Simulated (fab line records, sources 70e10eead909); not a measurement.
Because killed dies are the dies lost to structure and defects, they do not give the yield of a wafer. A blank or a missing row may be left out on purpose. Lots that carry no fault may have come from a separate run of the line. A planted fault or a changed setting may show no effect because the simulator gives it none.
Which tool is to blame? -- flow nandHarc -- 39 wafers from 13 lots sampled at 5 of the route's 1159 steps

== WHAT THE GAUGES SHOWED, per wafer ==
NHARC_P_GATE_CD_MEAS_59 targets a cd of 720 nm.
lot,measured,on,cdNm (nm)
L544,day 5 19:07,cdSem-03,719.1 720.6 719.5
L545,day 6 01:41,cdSem-01,719.8 722.6 718.5
L546,day 6 09:15,cdSem-03,- - -
L548,day 6 19:43,cdSem-02,722.1 720.3 721.0
L550,day 7 09:01,cdSem-02,717.9 718.1 722.6
L555,day 8 20:29,cdSem-03,725.3 720.3 720.5
L556,day 8 21:29,cdSem-03,721.8 722.2 723.0
L557,day 9 06:24,cdSem-03,720.7 719.9 719.9
L558,day 9 06:11,cdSem-01,720.1 718.1 719.8
L559,day 9 18:29,cdSem-03,716.6 717.8 723.5
L563,day 10 13:47,cdSem-02,726.7 724.5 721.6
L564,day 10 14:40,cdSem-03,721.4 721.0 720.8
L565,day 11 00:56,cdSem-03,717.3 721.8 719.5

== WHAT TOOL EACH LOT RAN ON (gives the tool, then ch and the chambers of the sampled wafers, and finally the start) ==
lot,NHARC_P_GATE_ETCH_104,NHARC_P_GATE_HM_OPEN_105,NHARC_P_GATE_DESCUM_48,NHARC_P_GATE_EXPOSE_56
L544,"rieDiel-10 ch 1,2, day 5 05:41","rieDiel-10 ch 0,1,3, day 5 17:32 or earlier","rieDiel-02 ch 0,1,2, day 5 17:32","krfScanner-01 ch 0, day 5 18:58"
L545,"rieDiel-09 ch 1,2,3, day 5 12:19","rieDiel-09 ch 1,2, day 6 00:03 or earlier","rieDiel-10 ch 0,3, day 6 00:03","krfScanner-03 ch 0, day 6 01:32"
L546,"rieDiel-09 ch 1,2,3, day 5 19:53","rieDiel-09 ch 0,2,3, day 6 07:41 or earlier","rieDiel-10 ch 0,1,2, day 6 07:41","krfScanner-01 ch 0, day 6 09:06"
L548,"rieDiel-09 ch 0,2, day 6 06:04","rieDiel-09 ch 0,2, day 6 18:13 or earlier","rieDiel-02 ch 1,2, day 6 18:13","krfScanner-03 ch 0, day 6 19:33"
L550,"rieDiel-10 ch 2,3, day 6 19:17","rieDiel-10 ch 0,1,2, day 7 07:22 or earlier","rieDiel-10 ch 0,1, day 7 07:22","krfScanner-01 ch 0, day 7 08:52"
L555,"rieDiel-10 ch 2,3, day 8 07:20","rieDiel-10 ch 0,1, day 8 19:02 or earlier","rieDiel-09 ch 0,2,3, day 8 19:02","krfScanner-04 ch 0, day 8 20:20"
L556,"rieDiel-10 ch 0,1, day 8 07:57","rieDiel-10 ch 0,1, day 8 19:55 or earlier","rieDiel-10 ch 1,3, day 8 19:55","krfScanner-01 ch 0, day 8 21:20"
L557,"rieDiel-02 ch 2,3, day 8 16:22","rieDiel-02 ch 1,2,3, day 9 04:45 or earlier","rieDiel-10 ch 1,2, day 9 04:45","krfScanner-01 ch 0, day 9 06:15"
L558,"rieDiel-02 ch 1,2, day 8 16:23","rieDiel-02 ch 1,2,3, day 9 04:36 or earlier","rieDiel-02 ch 0,1,3, day 9 04:36","krfScanner-04 ch 0, day 9 06:02"
L559,"rieDiel-10 ch 2,3, day 9 04:17","rieDiel-10 ch 0,1, day 9 16:43 or earlier","rieDiel-10 ch 0,2, day 9 16:43","krfScanner-01 ch 0, day 9 18:19"
L563,"rieDiel-10 ch 1,2, day 9 23:54","rieDiel-10 ch 1,2, day 10 12:11 or earlier","rieDiel-10 ch 0,2, day 10 12:11","krfScanner-04 ch 0, day 10 13:38"
L564,"rieDiel-09 ch 0,1,3, day 10 00:04","rieDiel-09 ch 1,3, day 10 13:13 or earlier","rieDiel-10 ch 1,2,3, day 10 13:13","krfScanner-04 ch 0, day 10 14:30"
L565,"rieDiel-02 ch 0,3, day 10 11:10","rieDiel-02 ch 0,1,3, day 10 23:19 or earlier","rieDiel-02 ch 0,1, day 10 23:19","krfScanner-01 ch 0, day 11 00:46"
- NHARC_P_GATE_ETCH_104: etches the open film in CF4/CHF3, target depth 60 nm.
- NHARC_P_GATE_HM_OPEN_105: chemistry O2/COS, target depth 360 nm.
- NHARC_P_GATE_DESCUM_48: chemistry O2, time 3 s.
- NHARC_P_GATE_EXPOSE_56: exposes mask P PSD, target cd 720 nm.

== WHAT THE TOOLS THEMSELVES READ (means of the sampled wafers that have a number; where no wafer has one, the mark that the record gives instead) ==
NHARC_P_GATE_ETCH_104.
lot,tool,drypumpMotorCurrentA (A),oesProductAu (a.u.),rfVppV (V),showerheadPlenumPTorr (Torr),throttleValvePct (%)
L544,rieDiel-10,6.1,0.923,370.7,1.54,16.802
L545,rieDiel-09,5.7,0.970,373.5,1.66,16.805
L546,rieDiel-09,5.7,0.934,372.1,1.65,16.806
L548,rieDiel-09,5.6,0.947,369.2,1.57,16.807
L550,rieDiel-10,5.9,0.976,372.1,1.62,16.808
L555,rieDiel-10,6.3,0.976,372.7,1.64,16.808
L556,rieDiel-10,5.7,0.961,372.0,1.61,16.811
L557,rieDiel-02,5.6,0.928,371.2,1.57,16.807
L558,rieDiel-02,5.8,0.917,374.3,1.66,16.796
L559,rieDiel-10,5.9,0.942,372.1,1.61,16.803
L563,rieDiel-10,6.4,0.939,372.4,1.60,16.805
L564,rieDiel-09,5.7,0.942,370.8,1.61,16.801
L565,rieDiel-02,5.7,0.922,370.5,1.55,16.810

NHARC_P_GATE_HM_OPEN_105.
lot,tool,drypumpMotorCurrentA (A),oesProductAu (a.u.),rfVppV (V),showerheadPlenumPTorr (Torr),throttleValvePct (%)
L544,rieDiel-10,5.6,1.001,468,3.15,28.327
L545,rieDiel-09,5.3,0.999,471,3.26,28.327
L546,rieDiel-09,5.8,1.005,469,3.18,28.323
L548,rieDiel-09,5.6,1.009,467,3.12,28.322
L550,rieDiel-10,6.1,0.992,468,3.20,28.323
L555,rieDiel-10,5.7,1.005,469,3.20,28.326
L556,rieDiel-10,5.7,1.006,466,3.07,28.322
L557,rieDiel-02,5.7,0.986,468,3.17,28.335
L558,rieDiel-02,5.7,0.987,467,3.17,28.336
L559,rieDiel-10,5.8,0.995,465,3.07,28.328
L563,rieDiel-10,6.0,0.978,465,3.05,28.338
L564,rieDiel-09,5.9,1.004,472,3.33,28.333
L565,rieDiel-02,5.7,0.993,466,3.09,28.326

NHARC_P_GATE_DESCUM_48.
lot,tool,drypumpMotorCurrentA (A),oesProductAu (a.u.),rfVppV (V),showerheadPlenumPTorr (Torr),throttleValvePct (%)
L544,rieDiel-02,5.8,0.995,57.9,1.88,11.314
L545,rieDiel-10,5.6,0.993,58.2,2.02,11.316
L546,rieDiel-10,6.1,0.995,58.1,1.96,11.308
L548,rieDiel-02,5.8,0.995,58.1,1.82,11.313
L550,rieDiel-10,5.7,1.005,57.7,1.88,11.312
L555,rieDiel-09,5.8,0.999,57.3,1.94,11.309
L556,rieDiel-10,5.6,0.988,57.5,1.89,11.314
L557,rieDiel-10,6.0,0.989,57.9,1.87,11.321
L558,rieDiel-02,5.6,0.995,58.2,1.90,11.305
L559,rieDiel-10,6.4,0.989,58.6,2.04,11.310
L563,rieDiel-10,6.0,1.004,58.2,2.04,11.323
L564,rieDiel-10,6.0,0.994,57.7,1.92,11.312
L565,rieDiel-02,5.7,0.999,57.8,1.92,11.310

NHARC_P_GATE_EXPOSE_56.
lot,tool,exposureDoseMJCm2
L544,krfScanner-01,14.798
L545,krfScanner-03,14.827
L546,krfScanner-01,14.813
L548,krfScanner-03,14.810
L550,krfScanner-01,14.819
L555,krfScanner-04,14.805
L556,krfScanner-01,14.814
L557,krfScanner-01,14.807
L558,krfScanner-04,14.808
L559,krfScanner-01,14.811
L563,krfScanner-04,14.795
L564,krfScanner-04,14.803
L565,krfScanner-01,14.820

== THE ANSWER, worked out from the rows above alone ==
Rule: the usual values come from the lots themselves. Put in order of their means at a reading, lots are off if they are a third of the lots or fewer, leave a main group of 4 or more, and stand apart from it by a gap of 3 or more times the standard deviation of the main group's means; of several such gaps the widest counts. Not used: any main group whose means are identical at the precision the tables above print for the reading. A lot without any number at a reading at which 4 lots or more have one is off too. All remaining lots with rows at the step are treated as sound. Order of review: gauges by route order, followed by the tools' own readings, for which a lot's mean as printed above is used. At the first step where some lot is off, the reading lying furthest off is the one used; lots without a number count as furthest.
Off: L546, at NHARC_P_GATE_CD_MEAS_59 (cdNm). Without a number there: L546. The main group has a mean of 720.7 nm with a standard deviation of 1.5.
If a tool, at a process step before that reading, ran all the lots that are off and no sound lot after the first of them, it fits. Gauges at NHARC_P_GATE_CD_MEAS_59: tried the same way as those tools. Because NHARC_P_GATE_HM_OPEN_105 lacks a start for some lots, the hours and order of its lots are taken from NHARC_P_GATE_DESCUM_48. Of those tried, none fits.

== WHAT THE SIMULATOR PUT IN ==
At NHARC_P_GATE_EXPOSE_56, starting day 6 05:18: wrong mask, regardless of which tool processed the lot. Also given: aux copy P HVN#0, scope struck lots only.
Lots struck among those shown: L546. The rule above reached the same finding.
